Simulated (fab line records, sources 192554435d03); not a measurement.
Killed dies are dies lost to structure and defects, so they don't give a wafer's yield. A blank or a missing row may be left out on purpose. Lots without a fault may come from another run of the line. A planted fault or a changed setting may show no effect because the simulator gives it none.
fab line records | flow n5_finfet | part 2 of 2: steps 21 to 33 of 33
record lots=5 wafers=15 last_day=18
route steps=1938 shown BEOL_M1@756
lots that met no fault: from a run of the same line without faults
start_h: hours from the record's first day to the start of the lot's first wafer shown | wait_h: hours since the lot's step before | " the same as in the row above | L1.1+2: a row that stands for several wafers | - no value, or no start given | * or withheld: withheld | < > ~ a bound
route shown NAME@n: a module of which the file shows steps, and the number in the route of the first | usual: mean/standard deviation of fault-free wafers | same: alike in all rows | chamber/n: place in a boat | sites: the reading at each site | _std_site: their standard deviation | _edge_site: outer sites' mean less inner sites' | radius_mm: how far each site lies from the wafer's centre | mask NAME#n: copy n | behind: the tool/chamber that last shaped the wafer | hold: why the lot was held/for how many hours/how that ended | device: the transistor (n, p or np) that didn't switch | end of line: the same wafers' tests at the end of the route | a step without rows: its recipe alone | killed: dies lost to structure and defects at the first sort, not the wafer's yield | map: a wafer's dies, x killed, . not, _ none there
set.NAME: the setting as run; set.NAME@STEP: as run at that earlier step | model.NAME: the simulator's own value behind a step, which no gauge read
lots at some steps of the route; a table a step, a row a wafer
services: from which hour (start_h, from the record's first day; less than 0 if before it) a tool's chamber was out of use, for how many hours, and why
## steps
# step N5_BEOL_M1_CD_MEAS_18
# recipe pitch_nm=36 target_cd_nm=18
# usual cd_nm=18.0/0.35
# columns lot.wafer tool chamber start_h wait_h cd_nm
L077.2 cd_sem-02 - 140.27 0.1 18.0
L077.3 " - " " 18.3
L077.6 " - " " 17.9
L076.2 cd_sem-02 - 143.97 0.1 18.6
L076.3 " - " " 17.5
L076.6 " - " " 18.4
L079.2 cd_sem-02 - 159.55 0.1 18.6
L079.3 " - " " 17.7
L079.5 " - " " 18.3
L081.2 cd_sem-01 - 168.07 0.1 18.4
L081.5 " - " " 17.8
L081.6 " - " " 18.2
L091.3 cd_sem-02 - 224.89 0.1 17.4
L091.4 " - " " 17.8
L091.5 " - " " 17.8
# step N5_BEOL_M1_COAT_67
# recipe resist=SOC temp_c=250 time_s=60 spin_rpm=1500 resist_thk_nm=60
# usual plate_temp_C=250.04/0.14
# columns lot.wafer tool chamber start_h wait_h plate_temp_C
L077.2 litho_track-02 0 140.30 0.0 250.11
L077.3 " 0 " " 250.14
L077.6 " 0 " " 250.04
L076.2 litho_track-04 0 144.00 0.0 249.83
L076.3 " 0 " " 249.65
L076.6 " 0 " " 250.06
L079.2 litho_track-04 0 159.59 0.0 250.03
L079.3 " 0 " " 250.10
L079.5 " 0 " " 250.19
L081.2 litho_track-04 0 168.11 0.0 250.24
L081.5 " 0 " " 250.11
L081.6 " 0 " " 250.29
L091.3 litho_track-04 0 224.92 0.0 250.21
L091.4 " 0 " " 250.04
L091.5 " 0 " " 249.98
# step N5_BEOL_M1_COAT_68
# recipe resist=SiARC temp_c=220 time_s=60 spin_rpm=1500 resist_thk_nm=12
# usual plate_temp_C=220.04/0.17
# columns lot.wafer tool chamber start_h wait_h plate_temp_C
L077.2 litho_track-02 0 - - 220.25
L077.3 " 0 " " 220.13
L077.6 " 0 " " 219.86
L076.2 litho_track-04 0 - - 220.21
L076.3 " 0 " " 220.40
L076.6 " 0 " " 220.34
L079.2 litho_track-04 0 - - 220.11
L079.3 " 0 " " 220.09
L079.5 " 0 " " 220.01
L081.2 litho_track-04 0 - - 220.21
L081.5 " 0 " " 220.07
L081.6 " 0 " " 220.13
L091.3 litho_track-04 0 - - 220.00
L091.4 " 0 " " 219.85
L091.5 " 0 " " 220.10
# step N5_BEOL_M1_COAT_76
# recipe resist=underlayer temp_c=205 time_s=60 spin_rpm=1500 resist_thk_nm=5
# usual plate_temp_C=205.00/0.17
# columns lot.wafer tool chamber start_h wait_h plate_temp_C
L077.2 litho_track-02 0 - - 204.96
L077.3 " 0 " " 204.90
L077.6 " 0 " " 205.05
L076.2 litho_track-04 0 - - 205.13
L076.3 " 0 " " 204.79
L076.6 " 0 " " 205.08
L079.2 litho_track-04 0 - - 205.12
L079.3 " 0 " " 205.42
L079.5 " 0 " " 204.88
L081.2 litho_track-04 0 - - 204.96
L081.5 " 0 " " 205.35
L081.6 " 0 " " 205.19
L091.3 litho_track-04 0 - - 204.63
L091.4 " 0 " " 204.75
L091.5 " 0 " " 204.66
# step N5_BEOL_M1_COAT_22
# recipe resist=CAR-EUV spin_rpm=1500 resist_thk_nm=30
# columns lot.wafer tool chamber start_h wait_h
L077.2+3+6 litho_track-02 0 - -
L076.2+3+6 litho_track-04 0 - -
L079.2+3+5 litho_track-04 0 - -
L081.2+5+6 litho_track-04 0 - -
L091.3+4+5 litho_track-04 0 - -
# step N5_BEOL_M1_EBR_24
# recipe solvent=PGMEA ebr_width_mm=1.5
# columns lot.wafer tool chamber start_h wait_h
L077.2+3+6 litho_track-02 0 - -
L076.2+3+6 litho_track-04 0 - -
L079.2+3+5 litho_track-04 0 - -
L081.2+5+6 litho_track-04 0 - -
L091.3+4+5 litho_track-04 0 - -
# step N5_BEOL_M1_SOFTBAKE_23
# recipe temp_c=110 time_s=60 resist=CAR-EUV
# usual plate_temp_C=110.01/0.12
# columns lot.wafer tool chamber start_h wait_h plate_temp_C
L077.2 litho_track-02 0 - - 109.92
L077.3 " 0 " " 109.91
L077.6 " 0 " " 110.14
L076.2 litho_track-04 0 - - 110.05
L076.3 " 0 " " 110.12
L076.6 " 0 " " 110.19
L079.2 litho_track-04 0 - - 109.99
L079.3 " 0 " " 110.05
L079.5 " 0 " " 109.94
L081.2 litho_track-04 0 - - 109.78
L081.5 " 0 " " 109.88
L081.6 " 0 " " 109.89
L091.3 litho_track-04 0 - - 109.97
L091.4 " 0 " " 110.17
L091.5 " 0 " " 110.05
# step N5_BEOL_M1_EXPOSE_25
# recipe mask_id=V0 na=0.33 source_shape=quasar sigma_inner=0.2 sigma_outer=0.8 polarization=unpolarized defocus_nm=5 target_cd_nm=24 dose_mj=63
# columns lot.wafer tool chamber start_h wait_h mask
L077.2+3+6 euv_scanner-01 0 140.57 - V0#0
L076.2+3+6 euv_scanner-02 0 144.28 - V0#0
L079.2+3+5 euv_scanner-02 0 159.79 - V0#0
L081.2+5+6 euv_scanner-01 0 168.38 - V0#0
L091.3+4+5 euv_scanner-02 0 225.20 - V0#0
# step N5_BEOL_M1_PEB_26
# recipe peb_temp_c=100 peb_time_s=60 resist=CAR-EUV
# usual plate_temp_C=100.00/0.11
# columns lot.wafer tool chamber start_h wait_h plate_temp_C
L077.2 litho_track-03 0 140.64 0.1 100.04
L077.3 " 0 " " 99.90
L077.6 " 0 " " 99.92
L076.2 litho_track-03 0 144.35 0.1 99.99
L076.3 " 0 " " 99.97
L076.6 " 0 " " 99.95
L079.2 litho_track-02 0 159.86 0.1 99.86
L079.3 " 0 " " 100.02
L079.5 " 0 " " 100.11
L081.2 litho_track-04 0 168.45 0.1 100.16
L081.5 " 0 " " 100.00
L081.6 " 0 " " 100.27
L091.3 litho_track-03 0 225.27 0.1 100.18
L091.4 " 0 " " 100.15
L091.5 " 0 " " 100.03
# step N5_BEOL_M1_DEVELOP_27
# recipe develop_time_s=30 developer=TMAH resist=CAR-EUV rinse_liquid=surfactant_rinse dry=air_spin dev_temp_c=23
# same develop_time_s=30
# columns lot.wafer tool chamber start_h wait_h
L077.2+3+6 litho_track-03 0 - -
L076.2+3+6 litho_track-03 0 - -
L079.2+3+5 litho_track-02 0 - -
L081.2+5+6 litho_track-04 0 - -
L091.3+4+5 litho_track-03 0 - -
# step N5_BEOL_M1_CD_MEAS_28
# recipe landing_energy_ev=500 detector=se_inlens target_cd_y_nm=23.3
# usual cd_nm=23.88/0.24
# columns lot.wafer tool chamber start_h wait_h cd_nm
L077.2 cd_sem-02 0 140.71 - 24.34
L077.3 " 0 " " 23.91
L077.6 " 0 " " 23.93
L076.2 cd_sem-03 0 144.41 - 24.08
L076.3 " 0 " " 23.97
L076.6 " 0 " " 23.86
L079.2 cd_sem-02 0 159.93 - 24.17
L079.3 " 0 " " 23.89
L079.5 " 0 " " 24.20
L081.2 cd_sem-02 0 168.52 - 23.87
L081.5 " 0 " " 24.14
L081.6 " 0 " " 23.98
L091.3 cd_sem-03 0 225.33 - 24.37
L091.4 " 0 " " 23.68
L091.5 " 0 " " 24.14
# step N5_BEOL_M1_OVL_MEAS_29
# recipe points_per_wafer=522
# usual V0_OVL=0.1/0.64
# columns lot.wafer tool chamber start_h wait_h V0_OVL[nm]
L077.2 overlay-01 0 140.75 0.0 0.5
L077.3 " 0 " " 1.0
L077.6 " 0 " " -0.1
L076.2 overlay-02 0 144.45 0.0 -0.7
L076.3 " 0 " " -0.3
L076.6 " 0 " " 0.5
L079.2 overlay-01 0 159.96 0.0 0.8
L079.3 " 0 " " -0.6
L079.5 " 0 " " 0.2
L081.2 overlay-02 0 168.55 0.0 0.1
L081.5 " 0 " " 0.0
L081.6 " 0 " " -0.7
L091.3 overlay-01 0 225.37 0.0 -0.6
L091.4 " 0 " " -0.2
L091.5 " 0 " " -0.5
# step N5_BEOL_M1_INSPECT_30
# recipe mode=adi inspect_instrument=brightfield
# usual raw_defect_count=405/87
# columns lot.wafer tool chamber start_h wait_h raw_defect_count
L077.2 defect_inspect-02 - 140.80 0.0 408
L077.3 " - " " 436
L077.6 " - " " 454
L076.2 defect_inspect-01 - 144.50 0.0 229
L076.3 " - " " 333
L076.6 " - " " 337
L079.2 defect_inspect-02 - 160.01 0.0 328
L079.3 " - " " 304
L079.5 " - " " 398
L081.2 defect_inspect-02 - 168.61 0.0 454
L081.5 " - " " 579
L081.6 " - " " 513
L091.3 defect_inspect-01 - 225.42 0.0 396
L091.4 " - " " 357
L091.5 " - " " 486
## services
# columns tool chamber start_h hours kind
rie_diel-06 0 117.80 3.6 repair
euv_scanner-02 - 119.53 1.0 pm
rie_diel-06 2 121.62 - clean
rie_diel-06 2 121.62 - consumable_replace:focus_ring
rie_diel-06 2 121.62 13.3 scheduled_down
rie_diel-06 2 121.62 13.3 vent_cycle
rie_metal-01 - 122.63 0.3 repair
rie_diel-02 - 145.67 1.1 repair
euv_scanner-01 - 156.98 1.0 pm
euv_scanner-01 - 158.40 4.6 pm
euv_scanner-02 - 175.68 1.0 pm
rie_diel-06 3 177.16 1.4 repair
rie_diel-06 1 192.14 6.6 repair
euv_scanner-01 - 192.34 1.8 repair
rie_diel-02 0 198.85 - clean
rie_diel-02 0 198.85 - consumable_replace:focus_ring
rie_diel-02 0 198.85 22.0 scheduled_down
rie_diel-02 0 198.85 22.0 vent_cycle
rie_metal-02 - 204.92 0.7 repair
rie_diel-06 3 210.04 5.9 repair
euv_scanner-01 - 213.13 1.0 pm
rie_diel-05 - 215.11 2.8 pm
rie_metal-02 - 224.20 0.5 repair
euv_scanner-02 0 224.40 - calibration
